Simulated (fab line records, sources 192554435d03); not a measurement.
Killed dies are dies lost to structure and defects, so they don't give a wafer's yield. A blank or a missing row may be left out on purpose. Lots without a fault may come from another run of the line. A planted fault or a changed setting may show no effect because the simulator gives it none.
A struck lot beside a sound one | flow n5_finfet | 38 steps out of a route of 1938
Sound: wafers L153.1, L153.2, L153.5. Struck: wafers L145.2, L145.3, L145.5. The cause comes at the end.
At each step with rows: each side's tool, then ch and its chambers, then its first start. Under that, the readings that differ: sound wafers | struck wafers | difference of the means | sigmas: that difference in standard deviations of wafers without a fault.
alike: readings whose means differ by less than 2 such deviations, and words and numbers that are the same on both sides. not compared: withheld readings, readings that some wafer has no value for, bounds like >300 that may hide the same value, and numbers for which the record gives no deviation and whose values overlap.
The two part at a step that has a row with sigmas, a row that says differs or no value, or rows on one side only. Numbers that don't overlap but have no deviation are shown without sigmas and don't part them. A reading that every wafer of one side lacks parts them only if that side has two wafers or more.

first, 9 steps without rows for these wafers: N5_BEOL_M4_ANNEAL_95 (time 240 s); N5_BEOL_M4_SPUTTER_96 (material Cu, target thk 4.5 nm, time 8.29 s); N5_BEOL_M4_ECD_50 (material Cu, target thk 300 nm); N5_BEOL_M4_ANNEAL_51 (time 90 s); N5_BEOL_M4_CMP_52 (polishes, stops on SiOC, t overpolish 6.8 s, target thk 40 nm); N5_BEOL_M4_PRE_CLEAN_60 (time 15 s); N5_BEOL_M4_CO_CAP_55 (material Co, precursor CCTBA/H2, target thk 2 nm, time 102.1 s); N5_BEOL_M4_PRE_CLEAN_56 (time 15 s); N5_BEOL_M4_DEP_57 (deposits SiCN from 3MS/NH3, target thk 8 nm, time 14 s).
N5_BEOL_M4_RC_MEAS_101:
  sound on prober-02 ch 0, day 13 15:05; struck on prober-02 ch 0, day 12 01:05
  alike: DIBL_N, DIBL_P, IOFF_N, IOFF_P, ION_N, ION_P, SS_N, SS_P, VT_N, VT_P
then, 24 steps without rows for these wafers: N5_BEOL_M5_ILD_DEP_00 (deposits SiCOH lowk from DEMS/porogen, target thk 140.64 nm, time 25.9 s); N5_BEOL_M5_CURE_79 (cures SiCOH lowk, time 240 s); N5_BEOL_M5_PECVD_70 (deposits SiO2 from TEOS/O2, target thk 16 nm, time 18 s); N5_BEOL_M5_HM_DEP_02 (deposits TiN, target thk 20 nm); N5_BEOL_M5_COAT_59 (time 60 s, resist thk 60 nm); N5_BEOL_M5_COAT_60 (time 60 s, resist thk 12 nm); N5_BEOL_M5_COAT_71 (time 60 s, resist thk 5 nm); N5_BEOL_M5_COAT_05 (resist thk 30 nm); N5_BEOL_M5_EBR_07; N5_BEOL_M5_SOFTBAKE_06 (time 60 s); N5_BEOL_M5_EXPOSE_08 (exposes mask M5, target cd 28 nm); N5_BEOL_M5_PEB_09 (peb time 60 s); N5_BEOL_M5_DEVELOP_10 (develop time 30 s); N5_BEOL_M5_DESCUM_16 (chemistry O2, time 7 s); N5_BEOL_M5_ETCH_72 (etches underlayer in N2/H2, target depth 6.5 nm, time 5.2 s); N5_BEOL_M5_ETCH_61 (etches SiARC in CF4, target depth 15.6 nm, time 26 s); N5_BEOL_M5_ETCH_62 (etches SOC in N2/H2, target depth 75 nm, overetch 15 nm, time 112.5 s); N5_BEOL_M5_STRIP_63 (strips in N2/H2); N5_BEOL_M5_STRIP_73 (strips in N2/H2); N5_BEOL_M5_STRIP_64 (strips in CF4); N5_BEOL_M5_HM_OPEN_17 (chemistry Cl2/BCl3, target TiN, target depth 20 nm, overetch 6 nm); N5_BEOL_M5_STRIP_19 (strips in O2); N5_BEOL_M5_COAT_65 (time 60 s, resist thk 60 nm); N5_BEOL_M5_COAT_66 (time 60 s, resist thk 12 nm).
N5_BEOL_M7_STRIP_19: strips in O2.
  sound on rie_diel-03 ch 0,1,2, day 14 15:41; struck on rie_diel-06 ch 2,3, day 13 00:33
  no value came back on the struck wafers for any of 7 readings (bias_power_w (W), chamber_pressure_mTorr (mTorr) and others); on the sound wafers bias_power_w (W) reads 0 0 0
  reading                                  | sound | struck       | difference | sigmas
  model.SOC_of_BEOL_M7_COAT_59.thk_nm (nm) | 0 0 0 | 92 92.4 92.2 | +92        |
  not compared: rf_hours_counter_h
N5_BEOL_M7_ETCH_66: etches SOC in N2/H2, target depth 80 nm, overetch 16 nm, time 120 s.
  sound on rie_diel-03 ch 0,1,2, day 14 16:33; struck on rie_diel-06 ch 0,3, day 13 01:59
  reading                     | sound             | struck            | difference | sigmas
  drypump_motor_current_A (A) | 5.2 4.8 5.3       | 6.8 5.5 6.8       | +1.3       | +3
  oes_product_au (a.u.)       | 0.52 0.66 0.52    | 0.84 0.73 0.83    | +0.23      | +4
  model.etch.depth_nm (nm)    | 60.15 60.03 59.86 | 97.64 96.35 96.77 | +36.91     |
  alike: rf_vpp_V, showerhead_plenum_p_Torr, throttle_valve_pct
  not compared: rf_hours_counter_h
N5_BEOL_M7_VIA_ETCH_34: etches SiCOH lowk in C4F6/O2, target depth 125.5 nm, time 50.5 s.
  sound on rie_diel-03 ch 0,1,2, day 14 16:39; struck on rie_diel-06 ch 0,3, day 13 02:05
  reading                     | sound          | struck         | difference | sigmas
  drypump_motor_current_A (A) | 5.2 4.8 5.3    | 6.8 5.5 6.8    | +1.3       | +3
  oes_product_au (a.u.)       | 0.66 0.86 0.67 | 0.30 0.28 0.31 | -0.43      | -5
  alike: rf_vpp_V, showerhead_plenum_p_Torr, throttle_valve_pct
  not compared: rf_hours_counter_h
-- the record jumps here: 3 days lie between the struck wafers' starts before and after (it left off in module BEOL_M7 and takes up again in module PASSIVATION, whose first step shown is number 1936 of the route) --
N5_PASSIVATION_PROBE_49:
  the record has rows for the struck wafers here (prober-02, day 16 08:21) and none for the sound ones

WHERE THEY PART
First at N5_BEOL_M7_STRIP_19; last, within this record, at N5_PASSIVATION_PROBE_49.

WHY: what the simulator had put in
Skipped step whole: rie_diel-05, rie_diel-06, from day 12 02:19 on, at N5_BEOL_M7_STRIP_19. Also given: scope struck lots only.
